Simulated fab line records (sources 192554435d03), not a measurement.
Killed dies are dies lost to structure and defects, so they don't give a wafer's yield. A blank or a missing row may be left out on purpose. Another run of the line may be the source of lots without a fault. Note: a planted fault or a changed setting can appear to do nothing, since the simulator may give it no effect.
fab line records	flow n5-finfet
record: lots: 7	wafers: 21
route steps=1938 shown MOL_CONTACT_COAG@566 BEOL_M0_CUTY@711 BEOL_M1@754
start-h: hours from the record's first day to the start of the lot's first wafer shown	wait-h: how many hours have passed since the lot's step before this one	" repeats the value in the row above	L1.1+2: a single row standing in for several wafers	- no value, or no start was given	* or withheld: withheld	< > ~ a bound
route shown NAME@n: a module of which the file shows steps, and the number in the route of the first	usual: the fault-free wafers' mean and standard deviation	same: alike in all rows	chamber/n: place in a boat	sites: readings site by site	_std_site: how widely they spread, as a standard deviation	_edge_site: mean of outer sites minus mean of inner sites	radius-mm: how far each site lies from the wafer's centre	mask NAME#n: copy n	behind: tool/chamber where the wafer was last shaped	hold: why the lot went on hold/how many hours it stayed there/how the hold came to an end	device: names the non-switching transistor (n, p or np)	end of line: the route-end tests of the same wafers	step lacking rows: just its recipe	killed: not the wafer's yield, but the dies lost to structure and defects at the first sort	map: per-die view of a wafer (x killed, . not killed, _ where there is no die)
set.NAME: the setting that was run; set.NAME@STEP: the one run at that earlier step	model.NAME: the simulator's own value behind a step, which no gauge read
lots run with intentionally changed settings; tables by step, rows by wafer
== steps ==
step: N5_MOL_CONTACT_COAG_COAT_77
recipe: resist: underlayer	temp-c: 205	time-s: 60	spin-rpm: 1500	resist-thk-nm: 10
lot.wafer	tool	chamber	start-h	wait-h	set.spin-rpm	model.underlayer_of_MOL_CONTACT_COAG_COAT_77.thk-nm
L076.1+3+6	litho-track-01	0	-	-	1446	10.2
L077.1	litho-track-05	0	-	-	1500	10
L077.2+6	"	0	"	"	1545	9.8
L081.1+2+3	litho-track-05	0	-	-	1500	10
L084.2	litho-track-05	0	-	-	1557	9.8
L084.4+6	"	0	"	"	1500	10
L085.1+5	litho-track-01	0	-	-	1500	10
L085.2	"	0	"	"	1652	9.6
L088.1	litho-track-05	0	-	-	1500	10
L088.5+6	"	0	"	"	1661	9.6
L094.1+6	litho-track-01	0	-	-	1500	10
L094.3	"	0	"	"	1376	10.4
step: N5_MOL_CONTACT_COAG_COAT_78
recipe: resist: CAR-EUV	spin-rpm: 1500	resist-thk-nm: 40
step: N5_MOL_CONTACT_COAG_EBR_80
recipe: solvent: PGMEA	ebr-width-mm: 1.5
step: N5_MOL_CONTACT_COAG_DESCUM_88
recipe: chemistry: O2	time-s: 7	source-power-w: 50	bias-power-w: 20	pressure-mtorr: 20	rf-frequency-hz: 2.712e+07	temp-c: 40	resist: CAR-EUV	o2-flow-sccm: 225
step: N5_MOL_CONTACT_COAG_ETCH_89
recipe: chemistry: N2/H2	target: underlayer	target-depth-a: 130	mask-material: CAR-EUV	time-s: 10.4	ion-energy-ev: 200	pressure-mtorr: 30	source-w: 840	bias-w: 150	n2-flow-sccm: 200	h2-flow-sccm: 200	ends: cleared
lot.wafer	tool	chamber	start-h	wait-h	set.spin-rpm@MOL_CONTACT_COAG_COAT_77	model.etch.depth-nm
L076.1	rie-diel-05	0	112.15	0.0	1446	10.17
L076.3+6	"	3,1	"	"	1446	10.21
L077.1	rie-diel-04	2	121.79	0.0	1500	10.02
L077.2	"	3	"	"	1545	9.847
L077.6	"	2	"	"	1545	9.832
L081.1	rie-diel-05	1	141.46	0.0	1500	9.986
L081.2	"	2	"	"	1500	9.978
L081.3	"	3	"	"	1500	9.964
L084.2	rie-diel-04	3	158.59	0.0	1557	9.76
L084.4	"	1	"	"	1500	9.981
L084.6	"	0	"	"	1500	10
L085.1	rie-diel-05	0	165.58	0.0	1500	10.02
L085.2	"	3	"	"	1652	9.562
L085.5	"	1	"	"	1500	10.01
L088.1	rie-diel-05	2	184.77	0.0	1500	10.02
L088.5	"	1	"	"	1661	9.517
L088.6	"	2	"	"	1661	9.548
L094.1+6	rie-diel-06	3,2	223.58	0.0	1500	10.03
L094.3	"	1	"	"	1376	10.48
step: N5_MOL_CONTACT_COAG_ETCH_90
recipe: chemistry: CF4	target: SiARC	target-depth-a: 130	mask-material: CAR-EUV	time-s: 21.7	ion-energy-ev: 80	pressure-mtorr: 40	source-w: 545	bias-w: 36	Ar_flow_sccm: 100	cf4-flow-sccm: 100	ends: cleared
lot.wafer	tool	chamber	start-h	wait-h	set.spin-rpm@MOL_CONTACT_COAG_COAT_77	model.CAR-EUV_of_MOL_CONTACT_COAG_COAT_78.thk-nm
L076.1	rie-diel-05	0	112.17	0.0	1446	16.8
L076.3+6	"	3,1	"	"	1446	16.6
L077.1	rie-diel-04	2	121.81	0.0	1500	16.6
L077.2	"	3	"	"	1545	17
L077.6	"	2	"	"	1545	16.8
L081.1	rie-diel-05	1	141.48	0.0	1500	17.2
L081.2	"	2	"	"	1500	17
L081.3	"	3	"	"	1500	16.8
L084.2	rie-diel-04	3	158.61	0.0	1557	17.2
L084.4	"	1	"	"	1500	16.8
L084.6	"	0	"	"	1500	17
L085.1	rie-diel-05	0	165.60	0.0	1500	17.2
L085.2	"	3	"	"	1652	17.6
L085.5	"	1	"	"	1500	17
L088.1	rie-diel-05	2	184.79	0.0	1500	17
L088.5	"	1	"	"	1661	17.8
L088.6	"	2	"	"	1661	17.6
L094.1	rie-diel-06	3	223.60	0.0	1500	17.2
L094.3	"	1	"	"	1376	16.8
L094.6	"	2	"	"	1500	17.6
step: N5_MOL_CONTACT_COAG_ALD_131
recipe: material: SiO2	target-thk-a: 50	temp-c: 100	ald-precursor-family: BDEAS	ald-co-reactant: O2-plasma	pulse-time-s: 1	co-reactant-pulse-time-s: 1	purge-time-s: 2	co-reactant-purge-time-s: 2	ald-cycles: 35	pressure-torr: 2
step: N5_MOL_CONTACT_COAG_ETCHBACK_132
recipe: chemistry: CHF3	target: SiO2	target-depth-a: 100	time-s: 6.7	ion-energy-ev: 200	pressure-mtorr: 30	source-w: 610	bias-w: 170	Ar_flow_sccm: 200	CHF3_flow_sccm: 50
lot.wafer	tool	chamber	start-h	wait-h	set.spin-rpm@MOL_CONTACT_COAG_COAT_77	model.CAR-EUV_of_MOL_CONTACT_COAG_COAT_78.thk-nm
L076.1	rie-diel-06	1	112.46	0.1	1446	15.4
L076.3+6	"	2,0	"	"	1446	15.2
L077.1	rie-diel-04	3	122.37	0.1	1500	15.2
L077.2	"	2	"	"	1545	15.6
L077.6	"	2	"	"	1545	15.4
L081.1	rie-diel-05	2	141.74	0.1	1500	15.8
L081.2+3	"	1,3	"	"	1500	15.6
L084.2	rie-diel-05	0	158.87	0.1	1557	15.8
L084.4	"	1	"	"	1500	15.4
L084.6	"	0	"	"	1500	15.6
L085.1+5	rie-diel-04	1,2	165.86	0.1	1500	15.6
L085.2	"	2	"	"	1652	16.2
L088.1	rie-diel-05	0	185.43	0.1	1500	15.6
L088.5	"	0	"	"	1661	16.4
L088.6	"	2	"	"	1661	16.2
L094.1	rie-diel-05	1	224.38	0.1	1500	15.8
L094.3	"	2	"	"	1376	15.4
L094.6	"	3	"	"	1500	16.2
step: N5_MOL_CONTACT_COAG_ETCH_91
recipe: chemistry: N2/H2	target: SOC	target-depth-a: 600	overetch-a: 210	mask-material: SiARC	temp-c: 40	time-s: 101.2	ion-energy-ev: 200	pressure-mtorr: 30	source-w: 840	bias-w: 150	n2-flow-sccm: 200	h2-flow-sccm: 200
lot.wafer	tool	chamber	start-h	wait-h	set.spin-rpm@MOL_CONTACT_COAG_COAT_75	model.etch.depth-nm
L076.1	rie-diel-06	1	112.50	0.0	1398	62.53
L076.3	"	2	"	"	1398	62.4
L076.6	"	0	"	"	1500	60.29
L077.1	rie-diel-04	3	122.40	0.0	1500	59.86
L077.2	"	2	"	"	1364	62.88
L077.6	"	2	"	"	1364	62.72
L081.1	rie-diel-05	2	141.78	0.0	1500	59.7
L081.2	"	1	"	"	1500	59.85
L081.3	"	3	"	"	1500	59.99
L084.2	rie-diel-05	0	158.91	0.0	1500	59.85
L084.4	"	1	"	"	1566	58.81
L084.6	"	0	"	"	1566	58.62
L085.1	rie-diel-04	1	165.89	0.0	1342	63.79
L085.2	"	2	"	"	1500	60.26
L085.5	"	2	"	"	1500	60.32
L088.1	rie-diel-05	0	185.46	0.0	1420	61.71
L088.5	"	0	"	"	1500	60.16
L088.6	"	2	"	"	1420	61.61
L094.1	rie-diel-05	1	224.42	0.0	1500	60.14
L094.3	"	2	"	"	1599	58.25
L094.6	"	3	"	"	1599	58.22
step: N5_MOL_CONTACT_COAG_STRIP_92
recipe: chemistry: N2/H2	temp-c: 40	n2-flow-sccm: 200	h2-flow-sccm: 200	rf-frequency-hz: 6e+07
step: N5_MOL_CONTACT_COAG_STRIP_93
recipe: chemistry: N2/H2	temp-c: 40	n2-flow-sccm: 200	h2-flow-sccm: 200	rf-frequency-hz: 6e+07
step: N5_MOL_CONTACT_COAG_ETCHBACK_135
recipe: chemistry: CHF3	target: SiO2	target-depth-a: 250	time-s: 16.7	ion-energy-ev: 200	pressure-mtorr: 30	source-w: 610	bias-w: 170	Ar_flow_sccm: 200	CHF3_flow_sccm: 50
lot.wafer	tool	chamber	start-h	wait-h	set.spin-rpm@MOL_CONTACT_COAG_COAT_75	model.SOC_of_MOL_CONTACT_COAG_COAT_75.thk-nm
L076.1+3	rie-diel-06	1,2	112.59	0.0	1398	59.8
L076.6	"	0	"	"	1500	57.6
L077.1	rie-diel-04	3	122.49	0.0	1500	57.2
L077.2+6	"	2	"	"	1364	60.2
L081.1	rie-diel-05	2	141.87	0.0	1500	57
L081.2	"	1	"	"	1500	57.2
L081.3	"	3	"	"	1500	57.4
L084.2	rie-diel-05	0	159.00	0.0	1500	57.2
L084.4	"	1	"	"	1566	56.2
L084.6	"	0	"	"	1566	56
L085.1	rie-diel-04	1	165.98	0.0	1342	61
L085.2+5	"	2	"	"	1500	57.6
L088.1+6	rie-diel-05	0,2	185.55	0.0	1420	59
L088.5	"	0	"	"	1500	57.6
L094.1	rie-diel-05	1	224.51	0.0	1500	57.6
L094.3+6	"	2,3	"	"	1599	55.6
step: N5_MOL_CONTACT_COAG_ALD_133
recipe: material: SiO2	target-thk-a: 50	temp-c: 100	ald-precursor-family: BDEAS	ald-co-reactant: O2-plasma	pulse-time-s: 1	co-reactant-pulse-time-s: 1	purge-time-s: 2	co-reactant-purge-time-s: 2	ald-cycles: 35	pressure-torr: 2
lot.wafer	tool	chamber	start-h	wait-h	set.ald-cycles	model.SiO2_of_MOL_CONTACT_COAG_ALD_133.thk-nm
L076.1	ald-sin-03	0	113.66	0.1	40	5.6
L076.3	"	3	"	"	40	5.8
L076.6	"	0	"	"	35	5
L077.1+2+6	ald-sin-03	0,2,2	123.79	0.4	35	5
L081.1+2+3	ald-sin-02	3,0,2	142.81	0.1	35	5
L084.2+4+6	ald-sin-02	1,2,2	159.94	0.1	35	5
L085.1+5	ald-sin-01	0,1	167.05	0.1	35	5
L085.2	"	2	"	"	33	4.8
L088.1+5+6	ald-sin-01	3,3,0	187.00	0.4	35	5
L094.1+6	ald-sin-02	1,2	225.56	0.1	37	5.2
L094.3	"	2	"	"	35	5
step: N5_BEOL_M0_CUTY_DESCUM_61
recipe: chemistry: O2	time-s: 7.9	source-power-w: 50	bias-power-w: 20	pressure-mtorr: 20	rf-frequency-hz: 2.712e+07	temp-c: 40	resist: CAR-ArF-block	o2-flow-sccm: 225
lot.wafer	tool	chamber	start-h	wait-h	set.time-s
L076.1	rie-diel-06	2	128.56	0.0	7.9
L076.3+6	"	1	"	"	9.563
L077.1+2	rie-diel-04	3,0	137.47	0.0	7.9
L077.6	"	0	"	"	6.751
L081.1+2+3	rie-diel-05	0,3,2	155.22	0.1	7.9
L084.2+4	rie-diel-05	0,1	176.09	0.0	7.9
L084.6	"	0	"	"	8.531
L085.1+2	rie-diel-05	2,0	183.88	0.0	9.536
L085.5	"	0	"	"	7.9
L088.1+5+6	rie-diel-06	0,1,2	198.82	0.0	7.9
L094.1+3	rie-diel-05	1,3	239.04	0.0	7.9
L094.6	"	2	"	"	6.374
step: N5_BEOL_M0_CUTY_ETCH_62
recipe: chemistry: CF4	target: SiARC	mask-material: CAR-ArF-block	time-s: 58.5	ion-energy-ev: 80	pressure-mtorr: 40	source-w: 545	bias-w: 36	Ar_flow_sccm: 100	cf4-flow-sccm: 100	ends: cleared
lot.wafer	tool	chamber	start-h	wait-h	set.time-s@BEOL_M0_CUTY_DESCUM_61	model.CAR-ArF-block_of_BEOL_M0_CUTY_COAT_51.thk-nm
L076.1	rie-diel-06	2	128.60	0.0	7.9	117.6
L076.3	"	1	"	"	9.563	116.6
L076.6	"	1	"	"	9.563	116.8
L077.1+2	rie-diel-04	3,0	137.50	0.0	7.9	118.4
L077.6	"	0	"	"	6.751	119
L081.1	rie-diel-05	0	155.26	0.0	7.9	118.2
L081.2	"	3	"	"	7.9	118
L081.3	"	2	"	"	7.9	118.4
L084.2+4	rie-diel-05	0,1	176.12	0.0	7.9	119
L084.6	"	0	"	"	8.531	118.6
L085.1+2	rie-diel-05	2,0	183.92	0.0	9.536	118.4
L085.5	"	0	"	"	7.9	119.2
L088.1	rie-diel-06	0	198.86	0.0	7.9	119.2
L088.5	"	1	"	"	7.9	118.6
L088.6	"	2	"	"	7.9	119
L094.1	rie-diel-05	1	239.07	0.0	7.9	118.8
L094.3	"	3	"	"	7.9	119.2
L094.6	"	2	"	"	6.374	119.6
step: N5_BEOL_M1_HM_DEP_02
recipe: material: TiN	target-thk-a: 200	temp-c: 25	chamber-pressure-pa: 0.49996
lot.wafer	tool	chamber	start-h	wait-h	set.target-thk-a	model.TiN_of_BEOL_M1_HM_DEP_02.thk-nm
L076.1	pvd-sputter-01	-	135.61	2.2	200	20.2
L076.3	"	-	"	"	222.4	22
L076.6	"	-	"	"	222.4	22.2
L077.1	pvd-sputter-03	-	145.26	0.4	221.9	22
L077.2+6	"	-	"	"	200	20
L081.1+2	pvd-sputter-02	-	164.81	2.0	200	20.2
L081.3	"	-	"	"	200	19.6
L084.2	pvd-sputter-03	-	187.20	0.6	216.7	21.6
L084.4	"	-	"	"	200	19.8
L084.6	"	-	"	"	200	20
L085.1+2	pvd-sputter-03	-	194.29	1.4	200	20.2
L085.5	"	-	"	"	211.6	21.4
L088.1+5	pvd-sputter-01	-	207.00	3.0	184.2	18.2
L088.6	"	-	"	"	200	19.8
L094.1	pvd-sputter-02	-	249.84	0.8	200	20.8
L094.3	"	-	"	"	174.8	17.8
L094.6	"	-	"	"	174.8	18
step: N5_BEOL_M1_COAT_61
recipe: resist: SOC	temp-c: 250	time-s: 60	spin-rpm: 1500	resist-thk-nm: 60
lot.wafer	tool	chamber	start-h	wait-h	set.spin-rpm	model.SOC_of_BEOL_M1_COAT_61.thk-nm
L076.1	litho-track-03	0	135.74	0.1	1550	59.2
L076.3	"	0	"	"	1500	60
L076.6	"	0	"	"	1550	59
L077.1	litho-track-05	0	145.38	0.1	1500	59.6
L077.2	"	0	"	"	1500	60
L077.6	"	0	"	"	1500	60.2
L081.1	litho-track-05	0	164.94	0.1	1500	59.8
L081.2+3	"	0	"	"	1500	60
L084.2+4	litho-track-03	0	187.32	0.1	1628	57.6
L084.6	"	0	"	"	1500	60
L085.1+2	litho-track-05	0	194.41	0.1	1500	60.2
L085.5	"	0	"	"	1500	59.8
L088.1+6	litho-track-05	0	207.13	0.1	1599	58.2
L088.5	"	0	"	"	1500	60
L094.1	litho-track-03	0	249.97	0.1	1500	60.2
L094.3+6	"	0	"	"	1500	60.4
step: N5_BEOL_M1_COAT_62
recipe: resist: SiARC	temp-c: 220	time-s: 60	spin-rpm: 1500	resist-thk-nm: 12
step: N5_BEOL_M1_COAT_73
recipe: resist: underlayer	temp-c: 205	time-s: 60	spin-rpm: 1500	resist-thk-nm: 5
step: N5_BEOL_M1_ETCH_74
recipe: chemistry: N2/H2	target: underlayer	target-depth-a: 65	mask-material: CAR-EUV	time-s: 5.2	ion-energy-ev: 200	pressure-mtorr: 30	source-w: 840	bias-w: 150	n2-flow-sccm: 200	h2-flow-sccm: 200	ends: cleared
step: N5_BEOL_M1_ETCH_63
recipe: chemistry: CF4	target: SiARC	target-depth-a: 156	mask-material: CAR-EUV	time-s: 26	ion-energy-ev: 80	pressure-mtorr: 40	source-w: 545	bias-w: 36	Ar_flow_sccm: 100	cf4-flow-sccm: 100	ends: cleared
step: N5_BEOL_M1_ETCH_64
recipe: chemistry: N2/H2	target: SOC	target-depth-a: 750	overetch-a: 150	mask-material: SiARC	temp-c: 40	time-s: 112.5	ion-energy-ev: 200	pressure-mtorr: 30	source-w: 840	bias-w: 150	n2-flow-sccm: 200	h2-flow-sccm: 200
lot.wafer	tool	chamber	start-h	wait-h	set.spin-rpm@BEOL_M1_COAT_61	model.etch.depth-nm
L076.1	rie-diel-03	2	136.50	0.0	1550	59.11
L076.3	"	3	"	"	1500	59.99
L076.6	"	1	"	"	1550	58.99
L077.1	rie-diel-03	3	145.85	0.0	1500	59.62
L077.2	"	0	"	"	1500	59.98
L077.6	"	3	"	"	1500	60.13
L081.1	rie-diel-01	1	165.53	0.0	1500	59.83
L081.2	"	3	"	"	1500	59.97
L081.3	"	2	"	"	1500	59.96
L084.2	rie-diel-01	0	187.91	0.0	1628	57.66
L084.4	"	2	"	"	1628	57.6
L084.6	"	1	"	"	1500	60
L085.1	rie-diel-03	0	195.00	0.0	1500	60.18
L085.2	"	2	"	"	1500	60.1
L085.5	"	3	"	"	1500	59.85
L088.1	rie-diel-02	3	207.89	0.0	1599	58.23
L088.5	"	2	"	"	1500	60.03
L088.6	"	3	"	"	1599	58.19
L094.1	rie-diel-01	2	252.56	0.0	1500	60.25
L094.3+6	"	1,2	"	"	1500	60.32
step: N5_BEOL_M1_STRIP_65
recipe: chemistry: N2/H2	temp-c: 40	n2-flow-sccm: 200	h2-flow-sccm: 200	rf-frequency-hz: 6e+07
step: N5_BEOL_M1_STRIP_75
recipe: chemistry: N2/H2	temp-c: 40	n2-flow-sccm: 200	h2-flow-sccm: 200	rf-frequency-hz: 6e+07
step: N5_BEOL_M1_STRIP_66
recipe: chemistry: CF4	resist: SiARC	power-w: 300	bias-power-w: 75	pressure-mtorr: 50	cf4-flow-sccm: 150	rf-frequency-hz: 6e+07
step: N5_BEOL_M1_HM_OPEN_17
recipe: chemistry: Cl2/BCl3	target-depth-a: 200	overetch-a: 60	target: TiN	mask-material: SOC	ion-energy-ev: 150	pressure-mtorr: 10	icp-w: 1000	bias-w: 126	Cl2_flow_sccm: 53.25	bcl3-flow-sccm: 21.75	Ar_flow_sccm: 25
lot.wafer	tool	chamber	start-h	wait-h	set.target-thk-a@BEOL_M1_HM_DEP_02	set.spin-rpm@BEOL_M1_COAT_61	model.SOC_of_BEOL_M1_COAT_61.thk-nm	model.etch.depth-nm
L076.1	rie-metal-02	0	136.67	0.0	200	1550	51.4	20.1
L076.3	"	0	"	"	222.4	1500	52.2	21.98
L076.6	"	1	"	"	222.4	1550	51.2	22.23
L077.1	rie-metal-02	1	146.02	0.0	221.9	1500	52	21.94
L077.2	"	0	"	"	200	1500	52.2	20.01
L077.6	"	0	"	"	200	1500	52.4	20.07
L081.1	rie-metal-01	1	165.70	0.0	200	1500	52	20.16
L081.2	"	0	"	"	200	1500	51.8	20.26
L081.3	"	0	"	"	200	1500	51.8	19.57
L084.2	rie-metal-03	1	188.08	0.0	216.7	1628	49.4	21.69
L084.4	"	0	"	"	200	1628	49.6	19.88
L084.6	"	1	"	"	200	1500	51.8	19.96
L085.1	rie-metal-01	0	195.17	0.0	200	1500	52	20.1
L085.2	"	1	"	"	200	1500	52.2	20.26
L085.5	"	0	"	"	211.6	1500	51.8	21.33
L088.1	rie-metal-02	1	208.05	0.0	184.2	1599	50.4	18.25
L088.5	"	1	"	"	184.2	1500	52.2	18.23
L088.6	"	0	"	"	200	1599	50.6	19.84
L094.1	rie-metal-01	0	252.73	0.0	200	1500	52	20.77
L094.3	"	0	"	"	174.8	1500	52.2	17.86
L094.6	"	1	"	"	174.8	1500	52.4	18.06
step: N5_BEOL_M1_TRENCH_ETCH_37
recipe: chemistry: C4F6/O2	target-depth-a: 552.07	target: SiOC	time-s: 29	ion-energy-ev: 250	pressure-mtorr: 30	source-w: 355	bias-w: 185	Ar_flow_sccm: 300	C4F6_flow_sccm: 10	O2_flow_sccm: 10
lot.wafer	tool	chamber	start-h	wait-h	set.time-s	set.target-thk-a@BEOL_M1_HM_DEP_02	model.BEOL_M1.feature-depth-nm	model.etch.depth-nm	model.TiN_of_BEOL_M1_HM_DEP_02.thk-nm
L076.1	rie-diel-01	0	-	-	22.94	200	44	43.92	18.2
L076.3	"	3	"	"	22.94	222.4	44.4	44.4	20.2
L076.6	"	3	"	"	22.94	222.4	44.8	44.73	20.4
L077.1	rie-diel-01	3	-	-	30.77	221.9	59.8	59.72	19.4
L077.2	"	1	"	"	29	200	54.2	54.23	17.8
L077.6	"	2	"	"	29	200	55.6	55.64	17.8
L081.1	rie-diel-02	2	-	-	29	200	55	55.02	17.8
L081.2	"	1	"	"	29	200	53.8	53.78	18
L081.3	"	3	"	"	29	200	55.6	55.65	17.2
L084.2	rie-diel-03	1	-	-	29	216.7	56.8	56.7	19.2
L084.4	"	3	"	"	23.62	200	43.6	43.61	18
L084.6	"	2	"	"	29	200	55.4	55.4	17.6
L085.1	rie-diel-02	2	-	-	31.17	200	59.6	59.68	17.6
L085.2	"	1	"	"	31.17	200	58.2	58.17	17.8
L085.5	"	3	"	"	31.17	211.6	60.2	60.2	18.8
L088.1	rie-diel-01	3	-	-	29	184.2	55.4	55.42	16
L088.5	"	3	"	"	29	184.2	55.4	55.4	15.8
L088.6	"	0	"	"	29	200	55.2	55.17	17.6
L094.1	rie-diel-02	3	-	-	26.21	200	51	50.91	18.6
L094.3	"	2	"	"	26.21	174.8	50	49.97	15.8
L094.6	"	0	"	"	29	174.8	55	55.06	15.8
step: N5_BEOL_M1_ETCH_41
recipe: chemistry: CH3F/O2	target: SiCN	target-depth-a: 319	taper-deg: 2	time-s: 57.8	ion-energy-ev: 120	mask-material: TiN	pressure-mtorr: 30	source-w: 395	bias-w: 75	Ar_flow_sccm: 150	CH3F_flow_sccm: 30	O2_flow_sccm: 20
step: N5_BEOL_M1_STRIP_97
recipe: chemistry: N2/H2	time-s: 10	power-w: 450	temp-c: 40	pressure-mtorr: 20	rf-frequency-hz: 6e+07	bias-power-w: 7	n2-flow-sccm: 200	h2-flow-sccm: 200
step: N5_BEOL_M1_OCD_MEAS_38
usual: trench-depth-nm: 55.4/0.96
lot.wafer	tool	chamber	start-h	wait-h	set.time-s@BEOL_M1_TRENCH_ETCH_37	trench-depth-nm
L076.1	ocd-02	-	146.94	-	22.94	43.8
L076.3	"	-	"	"	22.94	44.0
L076.6	"	-	"	"	22.94	45.1
L077.1	ocd-01	-	157.28	-	30.77	60.1
L077.2	"	-	"	"	29	54.8
L077.6	"	-	"	"	29	55.1
L081.1	ocd-02	-	176.13	-	29	54.6
L081.2	"	-	"	"	29	53.6
L081.3	"	-	"	"	29	55.8
L084.2	ocd-02	-	191.23	-	29	56.7
L084.4	"	-	"	"	23.62	43.7
L084.6	"	-	"	"	29	55.7
L085.1	ocd-02	-	196.67	-	31.17	60.0
L085.2	"	-	"	"	31.17	58.5
L085.5	"	-	"	"	31.17	59.9
L088.1	ocd-02	-	214.16	-	29	56.0
L088.5	"	-	"	"	29	55.9
L088.6	"	-	"	"	29	55.4
L094.1	ocd-01	-	267.70	-	26.21	51.3
L094.3	"	-	"	"	26.21	49.9
L094.6	"	-	"	"	29	55.1
== key ==
split: step: N5_MOL_CONTACT_COAG_COAT_77	setting: spin-rpm	stated: 1500	by: wafer
response: step: N5_MOL_CONTACT_COAG_COAT_77	reading: model.underlayer_of_MOL_CONTACT_COAG_COAT_77.thk-nm	change: -0.042	per: 1%	r: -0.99
response: step: N5_MOL_CONTACT_COAG_ETCH_89	reading: model.etch.depth-nm	change: -0.0481	per: 1%	r: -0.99
response: step: N5_MOL_CONTACT_COAG_ETCH_90	reading: model.CAR-EUV_of_MOL_CONTACT_COAG_COAT_78.thk-nm	change: +0.0632	per: 1%	r: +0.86
response: step: N5_MOL_CONTACT_COAG_ETCHBACK_132	reading: model.CAR-EUV_of_MOL_CONTACT_COAG_COAT_78.thk-nm	change: +0.0665	per: 1%	r: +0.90
split: step: N5_MOL_CONTACT_COAG_ALD_133	setting: ald-cycles	stated: 35	by: wafer
response: step: N5_MOL_CONTACT_COAG_ALD_133	reading: model.SiO2_of_MOL_CONTACT_COAG_ALD_133.thk-nm	change: +0.0456	per: 1%	r: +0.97
split: step: N5_BEOL_M0_CUTY_DESCUM_61	setting: time-s	stated: 7.9	by: wafer
response: step: N5_BEOL_M0_CUTY_ETCH_62	reading: model.CAR-ArF-block_of_BEOL_M0_CUTY_COAT_51.thk-nm	change: -0.0388	per: 1%	r: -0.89
split: step: N5_BEOL_M1_HM_DEP_02	setting: target-thk-a	stated: 200	by: wafer
response: step: N5_BEOL_M1_HM_DEP_02	reading: model.TiN_of_BEOL_M1_HM_DEP_02.thk-nm	change: +0.199	per: 1%	r: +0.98
response: step: N5_BEOL_M1_HM_OPEN_17	reading: model.etch.depth-nm	change: +0.198	per: 1%	r: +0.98
response: step: N5_BEOL_M1_TRENCH_ETCH_37	reading: model.TiN_of_BEOL_M1_HM_DEP_02.thk-nm	change: +0.189	per: 1%	r: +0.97
split: step: N5_BEOL_M1_COAT_61	setting: spin-rpm	stated: 1500	by: wafer
response: step: N5_BEOL_M1_COAT_61	reading: model.SOC_of_BEOL_M1_COAT_61.thk-nm	change: -0.277	per: 1%	r: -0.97
response: step: N5_BEOL_M1_ETCH_64	reading: model.etch.depth-nm	change: -0.278	per: 1%	r: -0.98
response: step: N5_BEOL_M1_HM_OPEN_17	reading: model.SOC_of_BEOL_M1_COAT_61.thk-nm	change: -0.265	per: 1%	r: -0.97
split: step: N5_BEOL_M1_TRENCH_ETCH_37	setting: time-s	stated: 29	by: wafer
response: step: N5_BEOL_M1_TRENCH_ETCH_37	reading: model.BEOL_M1.feature-depth-nm	change: +0.644	per: 1%	r: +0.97
response: step: N5_BEOL_M1_TRENCH_ETCH_37	reading: model.etch.depth-nm	change: +0.642	per: 1%	r: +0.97
response: step: N5_BEOL_M1_OCD_MEAS_38	reading: trench-depth-nm	change: +0.648	per: 1%	r: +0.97
split outside-this-file step=N5_MOL_CONTACT_COAG_COAT_75 setting=spin-rpm
split outside-this-file: this setting was split too, and the file shows its column; the key of that split is in another file
